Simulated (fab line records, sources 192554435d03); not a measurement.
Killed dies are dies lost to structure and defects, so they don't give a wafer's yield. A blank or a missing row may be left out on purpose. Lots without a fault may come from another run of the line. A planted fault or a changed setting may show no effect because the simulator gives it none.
Split-lot experiment | flow n5_finfet | 7 lots, 21 wafers read, on a route of 1938 steps

THE SPLIT
At N5_BEOL_M4_COAT_05 (resist thk 30 nm), the setting spin_rpm was moved away from the recipe's 1500 rpm on 7 of the 21 wafers read, by -11.1% to -4.8%. The other wafers ran this setting at the recipe's value.

FROM THE SPLIT TO THE READING: what the file shows between them, 5 steps
- N5_BEOL_M4_EBR_07
- N5_BEOL_M4_SOFTBAKE_06: time 60 s
- N5_BEOL_M4_EXPOSE_08: exposes mask M4
- N5_BEOL_M4_PEB_09: peb time 60 s
- N5_BEOL_M4_DEVELOP_10: develop time 30 s

THE READING
CAR-EUV_of_BEOL_M4_COAT_05.thk_nm (the simulator's own value, which no gauge read), in nm, at N5_BEOL_M4_DESCUM_16 (chemistry O2, time 7 s). The file gives no usual value for it. The 14 wafers here that ran the recipe average 26.1 nm, standard deviation 0.28 nm.

wafer  | tool, chamber at the split | spin_rpm as run, rpm | against the recipe | CAR-EUV_of_BEOL_M4_COAT_05.thk_nm, nm | against lot-mates on the recipe
L075.1 | litho_track-01, 0          | 1500                 | recipe             | 26.6                                  | -
L075.5 | litho_track-01, 0          | 1500                 | recipe             | 26.6                                  | -
L075.2 | litho_track-01, 0          | 1500                 | recipe             | 26                                    | -
L080.2 | litho_track-01, 0          | 1371                 | -8.6%              | 27.4                                  | +1.2
L080.5 | litho_track-01, 0          | 1371                 | -8.6%              | 27.8                                  | +1.6
L080.6 | litho_track-01, 0          | 1500                 | recipe             | 26.2                                  | -
L081.1 | litho_track-04, 0          | 1334                 | -11.1%             | 27.8                                  | +1.6
L081.3 | litho_track-04, 0          | 1500                 | recipe             | 26.2                                  | -
L081.5 | litho_track-04, 0          | 1334                 | -11.1%             | 27.4                                  | +1.2
L084.1 | litho_track-04, 0          | 1428                 | -4.8%              | 26.6                                  | no lot-mate on the recipe
L084.2 | litho_track-04, 0          | 1428                 | -4.8%              | 26.8                                  | no lot-mate on the recipe
L084.3 | litho_track-04, 0          | 1428                 | -4.8%              | 26.8                                  | no lot-mate on the recipe
L088.2 | litho_track-04, 0          | 1500                 | recipe             | 26                                    | -
L088.3 | litho_track-04, 0          | 1500                 | recipe             | 26                                    | -
L088.5 | litho_track-04, 0          | 1500                 | recipe             | 26                                    | -
L092.1 | litho_track-05, 0          | 1500                 | recipe             | 25.4                                  | -
L092.4 | litho_track-05, 0          | 1500                 | recipe             | 26                                    | -
L092.5 | litho_track-05, 0          | 1500                 | recipe             | 26                                    | -
L096.1 | litho_track-01, 0          | 1500                 | recipe             | 26                                    | -
L096.3 | litho_track-01, 0          | 1500                 | recipe             | 26                                    | -
L096.2 | litho_track-01, 0          | 1500                 | recipe             | 26.2                                  | -

THE FIT
A straight line over all 21 wafers: CAR-EUV_of_BEOL_M4_COAT_05.thk_nm changes by -0.149 nm for each +1% of spin_rpm; r = -0.91; the points scatter about the line by 0.28 nm.
The same after taking each lot's own level away (the mean of its wafers on the recipe; 18 wafers): -0.14 nm for each +1%; r = -0.94; scatter 0.22 nm.
On that fit, the largest move of spin_rpm shifts the reading by 1.5 nm.
The lots' own levels span 25.80 to 26.40 nm, that is 2.1 times the standard deviation above.
So the lot-to-lot level changes the slope little: the two slopes agree.
Check: with one of the wafers moved furthest among these (-11.1%) left out of the fit, the line predicts +1.53 nm for it against its lot-mates. It came out at +1.6 nm against them.

OTHER SPLITS ON THESE WAFERS
These wafers also went through other splits before the reading. Each is held against what the fit with the lots' levels taken away leaves over:
other split on the same wafers | wafers away from the commonest value | r with CAR-EUV_of_BEOL_M4_COAT_05.thk_nm (lot level and that fit taken away)
N5_BEOL_M3_EXPOSE_08 dose_mj   | 6                                    | +0.35

THE WHOLE CHAIN: every reading that the file lists as answering this split, in the file's order
step                  | what it does                                                | reading                                                                            | change (the file's fit)                                                                | r (the file's)
N5_BEOL_M4_COAT_05    | resist thk 30 nm                                            | CAR-EUV_of_BEOL_M4_COAT_05.thk_nm (the simulator's own value, which no gauge read) | -0.147 nm for each +1% of the setting                                                  | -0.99
N5_BEOL_M4_DEVELOP_10 | develop time 30 s                                           | CAR-EUV_of_BEOL_M4_COAT_05.thk_nm (the simulator's own value, which no gauge read) | -0.158 nm for each +1% of the setting                                                  | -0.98
N5_BEOL_M4_DESCUM_16  | chemistry O2, time 7 s                                      | CAR-EUV_of_BEOL_M4_COAT_05.thk_nm (the simulator's own value, which no gauge read) | -0.14 nm for each +1% of the setting                                                   | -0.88
N5_BEOL_M4_ETCH_74    | etches underlayer in N2/H2, target depth 6.5 nm, time 5.2 s | CAR-EUV_of_BEOL_M4_COAT_05.thk_nm (the simulator's own value, which no gauge read) | -0.16 nm for each +1% of the setting, in a fit together with time_s@BEOL_M4_DESCUM_16  | 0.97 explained
N5_BEOL_M4_ETCH_63    | etches SiARC in CF4, target depth 15.6 nm, time 26 s        | CAR-EUV_of_BEOL_M4_COAT_05.thk_nm (the simulator's own value, which no gauge read) | -0.159 nm for each +1% of the setting, in a fit together with time_s@BEOL_M4_DESCUM_16 | 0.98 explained

THE FILE'S OWN FIT
CAR-EUV_of_BEOL_M4_COAT_05.thk_nm changes by -0.14 nm for each +1% of spin_rpm, r = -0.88.
